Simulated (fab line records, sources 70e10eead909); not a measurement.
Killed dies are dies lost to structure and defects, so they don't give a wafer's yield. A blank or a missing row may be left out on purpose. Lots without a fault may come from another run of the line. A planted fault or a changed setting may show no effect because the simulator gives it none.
Chamber matching | flow nand_harc | NHARC_A_STAIRCASE_DEP_322 on pecvd-02: 3 sister chambers
The step deposits SiO2, target thk 7200 nm. 16 wafers are shown with their chamber, then 8 later ones without.

WAFERS WITH THEIR CHAMBER
wafer  | chamber | heater_power_w (W) | rf_fwd_power_W (W)
L077.4 | 2       | 611                | 499.8
L077.5 | 1       | 590                | 500.8
L077.6 | 0       | 618                | 500.6
L080.2 | 0       | 658                | 498.3
L080.4 | 1       | 586                | 501.2
L080.6 | 0       | 641                | 498.0
L084.2 | 1       | 618                | 497.9
L084.4 | 1       | 597                | 499.7
L084.6 | 2       | 602                | 500.1
L086.3 | 0       | 607                | 501.6
L086.4 | 1       | 591                | 497.5
L086.6 | 2       | 616                | 499.8
L088.3 | 0       | 765                | 498.5
L088.4 | 0       | 631                | 500.9
L088.6 | 2       | 603                | 498.0
L089.1 | 0       | 725                | 495.3

SIGNATURES (means of the wafers above)
reading        | chamber 0 | chamber 1 | chamber 2 | scatter within a chamber
heater_power_w | 663.57    | 596.40    | 608.00    | 40.9
rf_fwd_power_W | 499.029   | 499.420   | 499.425   | 1.8
Rule: a wafer's distance from a chamber is the root of the sum, over the readings, of the square of ((its reading less the chamber's mean) divided by the reading's scatter). The wafer belongs to the nearest chamber; if the next one is less than 2 further off, it can't be placed. The scatter: the root of (the sum of the squares of (reading less its chamber's mean) over the shown wafers, divided by (wafers less chambers)).

WAFERS WITHOUT THEIR CHAMBER
wafer  | heater_power_w (W) | rf_fwd_power_W (W)
L089.2 | 673                | 500.7
L089.6 | 627                | 499.1
L091.3 | 704                | 499.2
L091.4 | 610                | 498.3
L091.6 | 620                | 499.9
L095.2 | 718                | 498.8
L095.5 | 613                | 499.0
L095.6 | 594                | 499.6

WHICH CHAMBER EACH WENT THROUGH
wafer  | from the rows above          | in truth
L089.2 | can't be placed: 0 or 2 or 1 | 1
L089.6 | can't be placed: 2 or 1 or 0 | 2
L091.3 | can't be placed: 0 or 2 or 1 | 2
L091.4 | can't be placed: 2 or 1 or 0 | 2
L091.6 | can't be placed: 2 or 1 or 0 | 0
L095.2 | can't be placed: 0 or 2 or 1 | 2
L095.5 | can't be placed: 2 or 1 or 0 | 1
L095.6 | can't be placed: 1 or 2 or 0 | 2
Placed correctly: 0 of 8. Can't be placed from these rows: 8 (the true chamber is among the candidates in 8). Placed wrongly: 0.
